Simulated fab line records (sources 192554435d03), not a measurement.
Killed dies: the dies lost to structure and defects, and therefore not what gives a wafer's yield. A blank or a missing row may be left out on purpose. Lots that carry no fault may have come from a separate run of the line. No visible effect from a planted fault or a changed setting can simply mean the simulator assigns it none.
Chamber matching || flow n5-finfet || 4 sister chambers for N5_BEOL_M5_ALD_86 on ald-metal-03
The step deposits TaN, pulse time 2 s, purge time 3 s, co reactant purge time 2 s. 4 wafers are shown with their chamber, then 11 later ones without.

EACH WAFER AND ITS CHAMBER
{"wafer": "L085.6", "chamber": 2, "heater-power-w (W)": 442}
{"wafer": "L087.1", "chamber": 0, "heater-power-w (W)": 383}
{"wafer": "L087.2", "chamber": 3, "heater-power-w (W)": 403}
{"wafer": "L091.1", "chamber": 1, "heater-power-w (W)": 447}

WAFERS WITHOUT THEIR CHAMBER
{"wafer": "L091.2", "heater-power-w (W)": 399}
{"wafer": "L091.4", "heater-power-w (W)": 444}
{"wafer": "L092.2", "heater-power-w (W)": 428}
{"wafer": "L092.4", "heater-power-w (W)": 452}
{"wafer": "L092.5", "heater-power-w (W)": 405}
{"wafer": "L095.1", "heater-power-w (W)": 404}
{"wafer": "L095.3", "heater-power-w (W)": 448}
{"wafer": "L095.6", "heater-power-w (W)": 404}
{"wafer": "L097.1", "heater-power-w (W)": 422}
{"wafer": "L097.3", "heater-power-w (W)": 462}
{"wafer": "L097.6", "heater-power-w (W)": 468}

WHICH CHAMBER EACH WENT THROUGH
{"wafer": "L091.2", "from the rows above": "can't be placed: 3 or 0", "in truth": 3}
{"wafer": "L091.4", "from the rows above": "can't be placed: 2 or 1", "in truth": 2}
{"wafer": "L092.2", "from the rows above": "can't be placed: 2 or 1 or 3", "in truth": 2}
{"wafer": "L092.4", "from the rows above": "can't be placed: 1 or 2", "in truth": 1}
{"wafer": "L092.5", "from the rows above": "can't be placed: 3 or 0", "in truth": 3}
{"wafer": "L095.1", "from the rows above": "can't be placed: 3 or 0", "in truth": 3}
{"wafer": "L095.3", "from the rows above": "can't be placed: 1 or 2", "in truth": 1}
{"wafer": "L095.6", "from the rows above": "can't be placed: 3 or 0", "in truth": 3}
{"wafer": "L097.1", "from the rows above": "can't be placed: 3 or 2 or 1 or 0", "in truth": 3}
{"wafer": "L097.3", "from the rows above": "can't be placed: 1 or 2", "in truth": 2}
{"wafer": "L097.6", "from the rows above": "can't be placed: 1 or 2", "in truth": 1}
0 of 11 placed correctly. Can't be placed from these rows: 11 (the true chamber is among the candidates in 11). Wrongly placed: 0.
How it was worked out, from the rows above alone: a wafer's distance from a chamber is the root of the sum, over the readings, of the square of ((its reading less the chamber's mean) divided by the reading's scatter). If the next closest chamber is less than 2 further off than the closest, the wafer can't be placed; otherwise it belongs to the closest. Each chamber's mean is taken over the wafers shown for it. The scatter: with one shown wafer a chamber, the root of the mean of the squares of how far each hidden wafer lies from its nearest shown one.
